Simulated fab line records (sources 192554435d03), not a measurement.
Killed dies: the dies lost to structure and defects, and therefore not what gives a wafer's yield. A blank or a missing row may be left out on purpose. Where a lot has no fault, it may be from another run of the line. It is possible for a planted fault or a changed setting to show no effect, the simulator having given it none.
Split-lot study ; flow n5-finfet ; 39 wafers read from 7 lots, route of 1938 steps

ABOUT THE SPLIT
At N5_FIN_SAQP_SPACER1_ALD_24 (deposits SiO2, target thk 20.3 nm, pulse time 1 s, purge time 2 s), the setting ald-cycles was moved away from the recipe's 218 on 9 of the 39 wafers read, by -53.2% to +52.8%. The other wafers ran this setting at the recipe's value.

FROM THE SPLIT TO THE READING: what the file shows between them, 2 steps
- N5_FIN_SAQP_SPACER1_ETCHBACK_25: etches SiO2 in CHF3/O2, target depth 24.4 nm, time 12.2 s
- N5_FIN_SAQP_MANDREL1_REMOVE_56: chemistry HBr/Cl2/O2, target a-Si, stops on SiNx, bt time 10 s

THE READING
Shown in nm: cd-nm at N5_FIN_SAQP_CD_MEAS_27, with target cd 20 nm. A value of 20.36 nm with a standard deviation of 0.23 nm is what fault-free wafers of this fab line usually give.

wafer;tool, chamber at the split;ald-cycles as run;against the recipe;cd-nm, nm;against lot-mates on the recipe
L086.1;ald-sin-01, 1,2,3;218;recipe;20.07;-
L086.2;ald-sin-01, 0,1,2;181;-17.0%;16.81;-3.21
L086.3;ald-sin-01, 1,2,3;218;recipe;20.20;-
L086.4;ald-sin-01, 1,2,3;218;recipe;19.79;-
L086.5;ald-sin-01, 0,1,2;181;-17.0%;16.84;-3.18
L086.6;ald-sin-01, 0,1,2;181;-17.0%;16.63;-3.39
L087.2;ald-sin-03, 2;218;recipe;20.48;-
L087.4;ald-sin-03, 2,0;218;recipe;20.61;-
L087.6;ald-sin-03, 2,0;218;recipe;20.34;-
L090.1;ald-sin-01, 1,0;218;recipe;20.19;-
L090.2;ald-sin-01, 2;333;+52.8%;31.59;+11.35
L090.3;ald-sin-01, 3,1;333;+52.8%;31.00;+10.76
L090.4;ald-sin-01, 1,0;218;recipe;20.06;-
L090.5;ald-sin-01, 0;218;recipe;20.48;-
L090.6;ald-sin-01, 3,1;333;+52.8%;30.87;+10.63
L094.1;ald-sin-03, 2,3,0,1;218;recipe;20.33;-
L094.2;ald-sin-03, 2,3,0,1;218;recipe;20.65;-
L094.3;ald-sin-03, 1,0;218;recipe;20.25;-
L094.4;ald-sin-03, 2,3,0,1;218;recipe;20.34;-
L094.5;ald-sin-03, 2,3,0,1;218;recipe;20.30;-
L094.6;ald-sin-03, 1,0;218;recipe;20.58;-
L095.1;ald-sin-04, 1,2,0,3;218;recipe;20.32;-
L095.2;ald-sin-04, 1,2,0,3;218;recipe;20.26;-
L095.3;ald-sin-04, 1,2,0,3;218;recipe;20.60;-
L095.4;ald-sin-04, 1,2,0,3;218;recipe;20.43;-
L095.5;ald-sin-04, 1,0;218;recipe;20.21;-
L095.6;ald-sin-04, 1,0;218;recipe;20.40;-
L096.1;ald-sin-01, 3,2;218;recipe;20.02;-
L096.2;ald-sin-01, 0,1,1,2;218;recipe;20.19;-
L096.3;ald-sin-01, 0,1,1,2;218;recipe;20.38;-
L096.4;ald-sin-01, 3,2;218;recipe;20.24;-
L096.5;ald-sin-01, 0,1,1,2;218;recipe;20.50;-
L096.6;ald-sin-01, 0,1,1,2;218;recipe;20.57;-
L097.1;ald-sin-01, 0;218;recipe;20.63;-
L097.2;ald-sin-01, 3;218;recipe;20.48;-
L097.3;ald-sin-01, 2,1,3;102;-53.2%;9.66;-10.91
L097.4;ald-sin-01, 2,1,3;102;-53.2%;9.85;-10.72
L097.5;ald-sin-01, 2,1,3;102;-53.2%;9.47;-11.10
L097.6;ald-sin-01, 0;218;recipe;20.61;-
When a row names more than one chamber, that row covers several wafers, and the file does not tell which wafer ran in which chamber.

FIT RESULTS
A straight line over all 39 wafers: cd-nm changes by +0.203 nm for each +1% of ald-cycles; r = +1.00; the points scatter about the line by 0.22 nm.
The same after taking each lot's own level away (the mean of its wafers on the recipe; 39 wafers): +0.205 nm for each +1%; r = +1.00; scatter 0.18 nm.
Per that fit: largest ald-cycles move, reading shift of 11 nm.
Measured against the standard deviation above, the lots' own levels, which go from 20.020 to 20.573 nm, span 2.4 times it.
Hence the lot-to-lot level has little effect on the slope; both slopes agree.
Check: -10.9 nm against its lot-mates is what the line predicts for one of the wafers moved furthest among these (-53.2%) when that wafer is left out of the fit. It came out at -10.9 nm against them.

THE WHOLE CHAIN: every reading that the file lists as answering this split, in the file's order
step;what it does;reading;change (the file's fit);r (the file's)
N5_FIN_SAQP_SPACER1_ALD_24;deposits SiO2, target thk 20.3 nm, pulse time 1 s, purge time 2 s;SiO2_of_FIN_SAQP_SPACER1_ALD_24.thk-nm (the simulator's own value, which no gauge read);+0.201 nm for each +1% of the setting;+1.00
N5_FIN_SAQP_MANDREL1_REMOVE_56;chemistry HBr/Cl2/O2, target a-Si, stops on SiNx, bt time 10 s;FIN_SAQP.cd-nm (the simulator's own value, which no gauge read);+0.203 nm for each +1% of the setting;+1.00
N5_FIN_SAQP_CD_MEAS_27;target cd 20 nm;cd-nm;+0.205 nm for each +1% of the setting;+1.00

FILE'S OWN FIT
cd-nm changes by +0.205 nm for each +1% of ald-cycles, r = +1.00.
